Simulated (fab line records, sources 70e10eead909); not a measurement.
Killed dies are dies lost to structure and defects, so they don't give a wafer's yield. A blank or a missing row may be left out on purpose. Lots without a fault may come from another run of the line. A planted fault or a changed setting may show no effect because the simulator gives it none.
fab line records | flow nand_harc
record lots=14 wafers=42 last_day=33
route steps=1302 shown P_ZERO_WELL@46 P_STI@100 P_GATE@130
lots that met no fault: from a run of the same line without faults
start_h: hours from the record's first day to the start of the lot's first wafer shown | wait_h: hours since the lot's step before | " the same as in the row above | L1.1+2: a row that stands for several wafers | - no value, or no start given | * or withheld: withheld | < > ~ a bound
route shown NAME@n: a module of which the file shows steps, and the number in the route of the first | usual: mean/standard deviation of fault-free wafers | same: alike in all rows | chamber/n: place in a boat | sites: the reading at each site | _std_site: their standard deviation | _edge_site: outer sites' mean less inner sites' | radius_mm: how far each site lies from the wafer's centre | mask NAME#n: copy n | behind: the tool/chamber that last shaped the wafer | hold: why the lot was held/for how many hours/how that ended | device: the transistor (n, p or np) that didn't switch | end of line: the same wafers' tests at the end of the route | a step without rows: its recipe alone | killed: dies lost to structure and defects at the first sort, not the wafer's yield | map: a wafer's dies, x killed, . not, _ none there
set.NAME: the setting as run; set.NAME@STEP: as run at that earlier step | model.NAME: the simulator's own value behind a step, which no gauge read
steps of the route over a sample of lots; a table a step, a row a wafer
services: from which hour (start_h, from the record's first day; less than 0 if before it) a tool's chamber was out of use, for how many hours, and why
## steps
# step NHARC_P_ZERO_WELL_DESCUM_39
# recipe time_s=3 o2_flow_sccm=200 ar_flow_sccm=0 bias_power_w=0 chemistry=O2
# usual chamber_pressure_mTorr=60.00/0.055 drypump_motor_current_A=5.8/0.39 o2_flow_sccm=200.0/0.56 oes_product_au=1.003/0.0093 rf_vpp_V=57.9/0.98 showerhead_plenum_p_Torr=1.93/0.088 throttle_valve_pct=11.312/0.0087
# same time_s=3
# columns lot.wafer tool chamber start_h wait_h chamber_pressure_mTorr drypump_motor_current_A o2_flow_sccm oes_product_au rf_hours_counter_h rf_vpp_V showerhead_plenum_p_Torr throttle_valve_pct
L938.3 rie_diel-13 3 24.31 - 60.00 5.9 199.5 1.012 12 58.9 1.97 11.316
L938.1 " 2 " " 59.89 5.8 200.3 0.996 9 57.2 1.88 11.323
L938.6 " 0 " " 59.91 5.9 199.9 0.994 - 57.6 2.02 11.318
L939.4 rie_diel-13 0 34.28 - 59.99 5.9 199.8 1.002 12 59.5 2.01 11.321
L939.1 " 2 " " 60.02 5.8 199.5 1.000 11 57.5 1.88 11.310
L939.5 " 0 " " 59.97 5.9 199.6 1.003 - 58.3 2.02 11.298
L940.4 rie_diel-13 2 44.39 - 60.04 5.8 200.8 0.990 14 57.6 1.88 11.313
L940.1 " 0 " " 60.02 5.9 199.9 0.988 12 58.5 2.01 11.318
L940.5 " 2 " " 60.05 5.8 200.7 0.997 - 57.3 1.88 11.318
L941.4 rie_diel-09 0 54.29 - 59.97 6.2 198.7 1.002 25 56.8 1.77 11.295
L941.3 " 2 " " 60.05 6.4 200.5 1.009 25 58.2 2.03 11.316
L941.6 " 3 " " 59.95 4.9 198.4 1.001 - 57.7 1.87 11.320
L942.3 rie_diel-13 1 64.58 - 60.06 5.9 199.4 0.995 18 57.2 2.00 11.302
L942.2 " 2 " " 60.06 5.8 200.1 0.995 20 57.1 1.87 11.322
L942.5 " 3 " " 60.01 5.9 199.9 1.017 - 58.6 1.96 11.319
L943.3 rie_diel-09 2 74.19 - 59.98 6.3 200.0 1.002 32 57.6 2.03 11.316
L943.1 " 3 " " 59.99 5.0 199.9 1.006 32 56.7 1.87 11.311
L943.6 " 2 " " 59.95 6.3 200.1 1.010 - 58.1 2.03 11.296
L944.1 rie_diel-09 0 84.58 - 60.10 6.2 201.3 0.989 29 56.7 1.77 11.317
L944.4 " 2 " " 60.00 6.3 198.9 0.999 35 58.8 2.02 11.302
L944.6 " 3 " " 60.03 5.0 199.2 0.979 - 58.1 1.86 11.308
L945.4 rie_diel-13 3 94.38 - 59.90 5.9 200.6 1.000 35 57.0 1.96 11.310
L945.2 " 2 " " 59.96 5.8 200.4 1.006 34 59.0 1.87 11.313
L945.6 " 0 " " 59.98 5.8 199.3 0.994 - 56.7 2.01 11.301
L946.4 rie_diel-09 0 104.55 - 60.05 6.2 200.1 0.993 36 58.3 1.77 11.318
L946.3 " 3 " " 59.92 5.0 199.7 0.995 43 56.4 1.86 11.300
L946.6 " 0 " " 59.98 6.2 199.7 0.990 - 55.6 1.77 11.317
L949.1 rie_diel-09 3 134.12 - 59.99 5.0 199.5 0.994 48 56.9 1.86 11.303
L949.2 " 1 " " 59.95 5.5 200.8 1.001 54 56.9 1.96 11.319
L949.3 " 2 " " 59.97 6.3 200.8 1.000 49 58.1 2.02 11.312
L950.3 rie_diel-02 1 144.45 - 60.00 5.1 199.6 1.011 26 57.3 2.02 11.308
L950.2 " 0 " " 60.04 6.3 200.0 1.001 22 58.0 1.84 11.307
L950.6 " 2 " " 60.05 5.6 199.2 1.020 - 57.5 1.79 11.312
L954.1 rie_diel-09 1 184.17 - 60.06 5.5 200.2 1.005 12 56.8 1.96 11.326
L954.6 " 2 " " 60.05 6.4 200.0 1.004 - 59.0 2.02 11.312
L954.5 " 1 " " 59.91 5.5 199.4 1.014 - 59.2 1.96 11.309
L960.4 rie_diel-13 0 244.36 - 60.04 5.9 200.4 1.012 18 57.5 2.00 11.322
L960.2 " 2 " " 60.03 5.7 199.4 1.004 19 56.4 1.86 11.299
L960.5 " 0 " " 59.98 5.9 199.7 1.008 - 57.6 1.99 11.328
L961.4 rie_diel-02 1 254.25 - 59.95 5.1 200.2 1.010 13 58.1 2.00 11.310
L961.2 " 3 " " 60.00 5.7 199.6 1.001 10 56.7 1.95 11.299
L961.5 " 2 " " 60.03 5.6 200.4 0.990 - 57.0 1.77 11.326
# step NHARC_P_STI_CMP_21
# recipe t_overpolish_s=20 target_thk_nm=380.67
# usual motor_current_A=11.7/1.4 overpolish_run_s=19.999/0.0089
# columns lot.wafer tool chamber start_h wait_h motor_current_A overpolish_run_s
L938.1 cmp-04 2 67.67 0.4 11.4 20.004
L938.3 " 0 " " 11.3 20.001
L938.6 " 3 " " 13.5 20.008
L939.1 cmp-01 2 67.67 0.4 13.0 20.003
L939.4 " 3 " " 10.0 20.009
L939.5 " 2 " " 13.2 19.990
L940.4 cmp-01 2 83.22 0.4 13.0 19.999
L940.1 " 0 " " 14.1 19.995
L940.5 " 3 " " 10.1 20.005
L941.3 cmp-04 0 95.45 0.4 11.6 19.990
L941.4 " 1 " " 11.7 20.003
L941.6 " 0 " " 11.7 19.994
L942.2 cmp-04 0 99.77 0.4 11.8 20.000
L942.3 " 3 " " 13.0 20.012
L942.5 " 1 " " 12.5 19.985
L943.1 cmp-01 1 112.04 0.4 11.8 19.989
L943.3 " 0 " " 12.9 19.980
L943.6 " 1 " " 13.1 19.996
L944.4 cmp-02 3 121.45 0.4 10.1 19.994
L944.1 " 0 " " 9.6 19.991
L944.6 " 3 " " 10.6 20.013
L945.4 cmp-01 0 135.53 0.4 13.2 19.992
L945.2 " 1 " " 12.7 19.995
L945.6 " 0 " " 12.9 19.990
L946.3 cmp-01 1 150.51 0.4 12.8 20.004
L946.4 " 3 " " 9.5 19.982
L946.6 " 0 " " 13.3 20.023
L949.2 cmp-02 0 178.91 0.4 9.4 19.993
L949.1 " 1 " " 11.8 20.008
L949.3 " 2 " " 10.4 19.989
L950.2 cmp-04 0 178.96 0.4 11.5 20.002
L950.3 " 1 " " 11.4 20.004
L950.6 " 2 " " 10.4 20.004
L954.1 cmp-01 1 221.57 0.4 13.1 19.999
L954.5 " 2 " " 12.8 19.987
L954.6 " 3 " " 9.6 19.990
L960.2 cmp-04 2 284.17 0.4 10.4 20.002
L960.4 " 3 " " 12.9 20.003
L960.5 " 3 " " 13.0 19.991
L961.2 cmp-01 3 291.42 0.4 9.7 19.989
L961.4 " 1 " " 12.7 20.001
L961.5 " 3 " " 9.9 20.015
# step NHARC_P_GATE_CVD_17
# recipe target_thk_a=1500 temp_c=620 time_s=900 material=poly-Si
# usual zone_power_bottom_pct=12.9/0.77
# same time_s=900
# columns lot.wafer tool chamber start_h wait_h zone_power_bottom_pct
L938.1 lpcvd_poly-01 0 94.10 2.5 12.3
L938.3 " 0 " " 12.2
L938.6 " 0 " " 12.2
L939.1 lpcvd_poly-01 0 94.10 2.5 12.3
L939.4 " 0 " " 12.2
L939.5 " 0 " " 12.2
L940.1 lpcvd_poly-04 0 109.98 2.6 12.4
L940.4 " 0 " " 12.5
L940.5 " 0 " " 12.4
L941.3 lpcvd_poly-03 0 122.18 2.7 13.9
L941.4 " 0 " " 13.9
L941.6 " 0 " " 14.0
L942.2 lpcvd_poly-03 0 130.12 2.7 14.0
L942.3 " 0 " " 13.9
L942.5 " 0 " " 13.8
L943.1 lpcvd_poly-03 0 138.99 2.7 13.8
L943.3 " 0 " " 14.0
L943.6 " 0 " " 13.7
L944.1 lpcvd_poly-04 0 150.55 2.6 12.4
L944.4 " 0 " " 12.6
L944.6 " 0 " " 12.3
L945.2 lpcvd_poly-01 0 164.16 2.5 12.1
L945.4 " 0 " " 12.2
L945.6 " 0 " " 12.2
L946.3 lpcvd_poly-01 0 177.74 2.5 12.4
L946.4 " 0 " " 12.3
L946.6 " 0 " " 12.0
L949.1 lpcvd_poly-04 0 206.46 2.6 12.3
L949.2 " 0 " " 12.6
L949.3 " 0 " " 12.2
L950.2 lpcvd_poly-04 0 206.46 2.6 12.4
L950.3 " 0 " " 12.5
L950.6 " 0 " " 12.4
L954.1 lpcvd_poly-04 0 249.68 2.6 12.2
L954.5 " 0 " " 12.4
L954.6 " 0 " " 12.4
L954.1 lpcvd_poly-01 0 252.72 0.8 12.2
L954.5 " 0 " " 12.3
L954.6 " 0 " " 12.3
L960.2 lpcvd_poly-04 0 313.38 2.6 12.5
L960.4 " 0 " " 12.1
L960.5 " 0 " " 12.5
L960.2 lpcvd_poly-04 0 316.12 0.5 12.4
L960.4 " 0 " " 12.6
L960.5 " 0 " " 12.4
L961.2 lpcvd_poly-01 0 318.10 2.5 12.2
L961.4 " 0 " " 12.1
L961.5 " 0 " " 12.2
# step NHARC_P_GATE_STRIP_108
# recipe o2_flow_sccm=500 ar_flow_sccm=0 bias_w=0 chemistry=O2
# usual chamber_pressure_mTorr=60.00/0.052 drypump_motor_current_A=5.8/0.5 o2_flow_sccm=500.0/1.5 oes_product_au=1.003/0.012 rf_vpp_V=57.8/0.94 showerhead_plenum_p_Torr=3.56/0.15 throttle_valve_pct=17.037/0.0092
# columns lot.wafer tool chamber start_h wait_h chamber_pressure_mTorr drypump_motor_current_A o2_flow_sccm oes_product_au rf_hours_counter_h rf_vpp_V showerhead_plenum_p_Torr throttle_valve_pct
L939.1 rie_diel-07 2 101.09 - 60.03 5.9 499.0 1.002 10 56.8 3.63 17.018
L939.4 " 3 " " 60.04 5.2 500.0 1.005 9 59.0 3.77 17.049
L939.5 " 2 " " 60.05 5.9 499.2 1.001 - 57.2 3.63 17.046
L938.3 rie_diel-03 3 101.36 - 59.91 6.6 499.5 1.015 8 58.7 3.49 17.043
L938.1 " 0 " " 59.93 5.2 498.3 1.013 6 55.9 3.39 17.034
L938.6 " 2 " " 59.98 5.7 499.7 1.003 - 57.2 3.33 17.032
L940.1 rie_diel-03 1 115.33 - 59.98 4.9 498.1 0.997 0 56.8 3.39 17.057
L940.4 " 1 " " 60.06 4.9 499.4 0.996 - 57.8 3.39 17.040
L940.5 " 0 " " 60.06 5.2 499.2 1.011 - 56.9 3.39 17.032
L941.3 rie_diel-03 3 126.78 - 59.98 6.6 501.9 1.002 0 57.0 3.49 17.039
L941.4 " 0 " " 59.93 5.2 500.9 1.013 0 57.9 3.39 17.041
L941.6 " 3 " " 59.97 6.6 501.2 0.995 - 58.1 3.49 17.037
L942.2 rie_diel-07 0 134.91 - 59.97 5.8 499.0 1.008 0 57.3 3.68 17.046
L942.3 " 2 " " 60.07 5.9 499.8 0.990 0 58.2 3.63 17.044
L942.5 " 3 " " 60.03 5.2 500.6 0.990 - 57.6 3.77 17.045
L943.1 rie_diel-03 0 144.28 - 59.97 5.2 500.6 1.009 1 57.8 3.39 17.040
L943.3 " 1 " " 60.01 4.9 500.2 0.989 2 59.4 3.39 17.052
L943.6 " 0 " " 59.94 5.2 499.5 0.997 - 57.0 3.39 17.034
L944.4 rie_diel-03 3 156.70 - 59.86 6.6 497.2 0.992 2 59.4 3.49 17.039
L944.1 " 0 " " 59.97 5.2 500.7 1.013 2 55.9 3.39 17.027
L944.6 " 2 " " 59.99 5.7 499.9 1.004 - 56.0 3.33 17.038
L945.2 rie_diel-07 3 168.93 - 60.04 5.2 497.1 1.004 1 58.4 3.77 17.027
L945.4 " 1 " " 59.95 6.2 497.4 1.019 1 58.2 3.72 17.035
L945.6 " 2 " " 60.07 5.9 503.2 0.997 - 58.2 3.63 17.037
L946.3 rie_diel-05 1 184.32 - 60.04 6.3 500.2 1.004 5 56.4 3.51 17.040
L946.4 " 3 " " 60.06 6.1 499.7 1.006 - 57.3 3.38 17.032
L946.6 " 1 " " 59.95 6.3 500.6 1.005 - 57.5 3.51 17.049
L950.2 rie_diel-03 3 211.22 - 60.06 6.6 500.1 1.015 3 59.5 3.49 17.038
L950.3 " 0 " " 59.97 5.2 495.8 1.024 3 57.3 3.39 17.040
L950.6 " 1 " " 59.97 4.9 499.0 1.007 - 58.0 3.39 17.031
L949.1 rie_diel-07 0 211.37 - 59.96 5.8 502.0 1.002 5 57.7 3.67 17.030
L949.3 " 1 " " 59.97 6.2 499.9 0.995 5 58.3 3.72 17.047
L949.2 " 3 " " 60.06 5.2 499.5 1.003 5 58.5 3.76 17.041
L954.1 rie_diel-07 0 259.50 - 60.03 5.8 499.1 1.030 8 58.0 3.67 17.024
L954.6 " 3 " " 59.97 5.2 501.7 0.998 - 57.9 3.76 17.032
L954.5 " 2 " " 60.04 5.9 499.0 0.989 - 58.8 3.63 17.042
L960.2 rie_diel-07 1 321.54 - 60.04 6.2 499.6 1.012 0 58.6 3.72 17.035
L960.4 " 3 " " 59.99 5.2 499.1 1.003 1 58.5 3.76 17.061
L960.5 " 1 " " 60.14 6.2 497.8 1.012 - 56.5 3.72 17.033
L961.4 rie_diel-07 2 322.86 - 60.00 5.8 501.1 0.988 1 59.0 3.62 17.047
L961.2 " 1 " " 60.03 6.2 500.6 1.015 1 57.4 3.72 17.021
L961.5 " 2 " " 59.93 5.9 499.8 0.994 - 58.8 3.62 17.051
## services
# columns tool chamber start_h hours kind
rie_diel-09 0 1.76 4.2 repair
rie_diel-09 2 2.83 4.7 repair
rie_diel-09 3 10.74 3.1 repair
lpcvd_poly-04 - 27.40 26.0 pm
rie_diel-13 0 37.61 6.7 repair
rie_diel-09 0 58.54 12.4 repair
lpcvd_poly-04 - 78.79 1.8 repair
rie_diel-09 - 82.48 0.4 repair
cmp-01 - 87.61 4.0 pm
cmp-01 - 96.48 1.0 repair
rie_diel-03 - 104.30 9.0 pm
rie_diel-09 3 115.86 2.5 repair
rie_diel-07 - 117.20 9.0 pm
rie_diel-13 0 130.13 4.5 repair
rie_diel-09 - 143.44 9.0 pm
rie_diel-03 - 159.69 21.3 repair
rie_diel-13 - 165.00 9.0 pm
rie_diel-09 3 184.09 7.9 repair
cmp-01 - 185.61 4.0 pm
rie_diel-03 2 202.87 11.6 repair
rie_diel-07 1 256.65 3.3 repair
cmp-01 - 262.85 2.3 repair
cmp-01 - 283.61 4.0 pm
rie_diel-07 - 294.20 9.0 pm
## key
first_sign step=NHARC_P_GATE_CVD_17 reading=visit direction=added
effect none on later readings
met_at NHARC_P_GATE_CVD_17
struck_lots L954,L960
sort_left_out L954.1,L954.5,L954.6,L960.2,L960.4,L960.5
tester_left_out L954,L960
not_acting_at NHARC_P_ZERO_WELL_DESCUM_39,NHARC_P_STI_CMP_21,NHARC_P_GATE_STRIP_108
fault kind=repeated_step_whole tool=lpcvd_poly-01,lpcvd_poly-03,lpcvd_poly-04 chamber=- onset_h=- steps=NHARC_P_GATE_CVD_17 times=1 scope=struck_lots_only
# tester_left_out: of these lots the tester's yield and bins aren't shown, on N5 and GAA mostly nor the transistor test; their killed dies are dies lost to structure and defects alone, not to doping, threshold or leakage, so they don't give the yield
# sort_left_out: the simulated sort isn't trusted on such a fault, so these wafers' sort isn't shown, and their yield isn't known
